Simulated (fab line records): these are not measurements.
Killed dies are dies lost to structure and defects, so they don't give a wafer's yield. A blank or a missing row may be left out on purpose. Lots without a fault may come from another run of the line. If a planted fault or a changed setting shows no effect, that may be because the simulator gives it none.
Chamber matching || flow n5-finfet || N5_BEOL_M8_VIA_ETCH_34 on rie-diel-01 has 4 sister chambers
The step etches SiCOH lowk in C4F6/O2, target depth 125.5 nm, time 50.5 s. 4 wafers are shown with their chamber, then 7 later ones without.

== EACH WAFER AND ITS CHAMBER ==
{"wafer": "L089.1", "chamber": 0, "showerhead-plenum-p-Torr (Torr)": 2.82}
{"wafer": "L089.3", "chamber": 2, "showerhead-plenum-p-Torr (Torr)": 3.01}
{"wafer": "L092.2", "chamber": 3, "showerhead-plenum-p-Torr (Torr)": 2.97}
{"wafer": "L092.5", "chamber": 1, "showerhead-plenum-p-Torr (Torr)": 2.77}

== WAFERS WITHOUT THEIR CHAMBER ==
{"wafer": "L092.6", "showerhead-plenum-p-Torr (Torr)": 3.01}
{"wafer": "L091.3", "showerhead-plenum-p-Torr (Torr)": 3.01}
{"wafer": "L091.5", "showerhead-plenum-p-Torr (Torr)": 2.77}
{"wafer": "L091.6", "showerhead-plenum-p-Torr (Torr)": 2.82}
{"wafer": "L096.1", "showerhead-plenum-p-Torr (Torr)": 2.81}
{"wafer": "L096.3", "showerhead-plenum-p-Torr (Torr)": 2.97}
{"wafer": "L096.5", "showerhead-plenum-p-Torr (Torr)": 2.81}

== EACH ONE'S CHAMBER ==
{"wafer": "L092.6", "from the rows above": 2, "in truth": 2}
{"wafer": "L091.3", "from the rows above": 2, "in truth": 2}
{"wafer": "L091.5", "from the rows above": 1, "in truth": 1}
{"wafer": "L091.6", "from the rows above": 0, "in truth": 0}
{"wafer": "L096.1", "from the rows above": 0, "in truth": 0}
{"wafer": "L096.3", "from the rows above": 3, "in truth": 3}
{"wafer": "L096.5", "from the rows above": 0, "in truth": 0}
Correct placement for 7 of the 7. Not placeable from these rows: 0. Number placed wrongly: 0.
How it was worked out, from the rows above alone: a wafer's distance from a chamber is the root of the sum, over the readings, of the square of ((its reading less the chamber's mean) divided by the reading's scatter). The wafer belongs to the nearest chamber; if the next one is less than 2 further off, it can't be placed. Each chamber's mean is taken over the wafers shown for it. The scatter: root of mean squared gap, hidden wafer to nearest shown wafer, with one shown wafer a chamber.
